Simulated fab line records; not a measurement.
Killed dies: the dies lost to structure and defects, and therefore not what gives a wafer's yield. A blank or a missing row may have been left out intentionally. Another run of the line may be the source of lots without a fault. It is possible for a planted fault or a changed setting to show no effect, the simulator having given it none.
Comparing a struck lot with a sound one + flow nand-harc + 14 steps out of a route of 1159
Sound: wafers L391.1, L391.4, L391.5. Struck: wafer L393.1. At the end, the cause is stated.
Per side, at each step with rows, come the tool, then ch with its chambers, and then its first start. Under that, the readings that differ: sound wafers + struck wafers + difference of the means + sigmas: that difference in standard deviations of wafers without a fault.
alike: same words and numbers on both sides, and readings whose means sit less than 2 such deviations apart. not compared: any withheld reading, any reading some wafer has no value for, any bound like >300 that may hide the same value, and any number with overlapping values for which the record gives no deviation.
A row with sigmas, a row that says differs or no value, or rows on one side alone: a step with any of these is where the two part. Numbers that don't overlap but have no deviation are shown without sigmas and don't part them. A reading missing from all wafers of one side parts the sides only when that side holds two or more wafers.

first, 8 steps without rows for these wafers: NHARC_A_CONTACT_COAT_61 (time 75 s); NHARC_A_CONTACT_COAT_62 (time 65 s); NHARC_A_CONTACT_COAT_63 (resist thk 90 nm); NHARC_A_CONTACT_SOFTBAKE_64 (time 55 s); NHARC_A_CONTACT_EBR_65; NHARC_A_CONTACT_EXPOSE_66 (exposes mask A CC 2); NHARC_A_CONTACT_PEB_67 (peb time 65 s); NHARC_A_CONTACT_DEVELOP_68 (develop time 35 s).
NHARC_A_CONTACT_CD_MEAS_69: the cd target is 200 nm.
  sound on cd-sem-02 ch 0, day 18 13:46; struck on cd-sem-01 ch 0, day 18 11:25
  alike: cd-nm
NHARC_A_CONTACT_OVL_MEAS_70:
  sound on overlay-01, day 18 13:51; struck on overlay-02, day 18 11:31
| reading           | sound       | struck | difference | sigmas |
|-------------------|-------------|--------|------------|--------|
| overlay-x-nm (nm) | 1.3 1.5 1.3 | -1.2   | -2.6       | -3     |
  alike: overlay-y-nm
NHARC_A_CONTACT_INSPECT_71:
  sound on defect-inspect-02, day 18 13:53; struck on defect-inspect-02, day 18 11:32
  alike: raw-defect-count
NHARC_A_CONTACT_DESCUM_74: chemistry O2, time 3 s.
  sound on rie-diel-12 ch 0,1,2, day 18 14:02; struck on rie-diel-02 ch 3, day 18 11:36
  alike: drypump-motor-current-A, oes-product-au, rf-vpp-V, showerhead-plenum-p-Torr, throttle-valve-pct
  not compared: rf-hours-counter-h
NHARC_A_CONTACT_ETCH_75: etches the open film in CF4, target depth 39 nm, time 65 s.
  sound on rie-diel-12 ch 0,1,2, day 18 14:08; struck on rie-diel-02 ch 1, day 18 11:43
| reading                     | sound          | struck | difference | sigmas |
|-----------------------------|----------------|--------|------------|--------|
| drypump-motor-current-A (A) | 5.77 5.56 6.12 | 6.25   | +0.43      | +2     |
| run-length-s (s)            | 86.0 85.8 86.2 | 72.1   | -13.9      | -30    |
  alike: oes-product-au, rf-vpp-V, showerhead-plenum-p-Torr, throttle-valve-pct
  not compared: rf-hours-counter-h
NHARC_A_CONTACT_ETCH_76: etches the open film in N2/H2, target depth 260 nm, time 475.3 s.
  sound: rie-diel-12 ch 0,2,3; struck: rie-diel-02 ch 0
  alike: drypump-motor-current-A, oes-product-au, rf-vpp-V, run-length-s, showerhead-plenum-p-Torr, throttle-valve-pct
  not compared: rf-hours-counter-h

WHERE THEY PART
Earliest at NHARC_A_CONTACT_OVL_MEAS_70; latest, in this record, at NHARC_A_CONTACT_ETCH_75. Later steps at which nothing parts them and some readings are alike: NHARC_A_CONTACT_ETCH_76.

WHY: whatever the simulator had introduced
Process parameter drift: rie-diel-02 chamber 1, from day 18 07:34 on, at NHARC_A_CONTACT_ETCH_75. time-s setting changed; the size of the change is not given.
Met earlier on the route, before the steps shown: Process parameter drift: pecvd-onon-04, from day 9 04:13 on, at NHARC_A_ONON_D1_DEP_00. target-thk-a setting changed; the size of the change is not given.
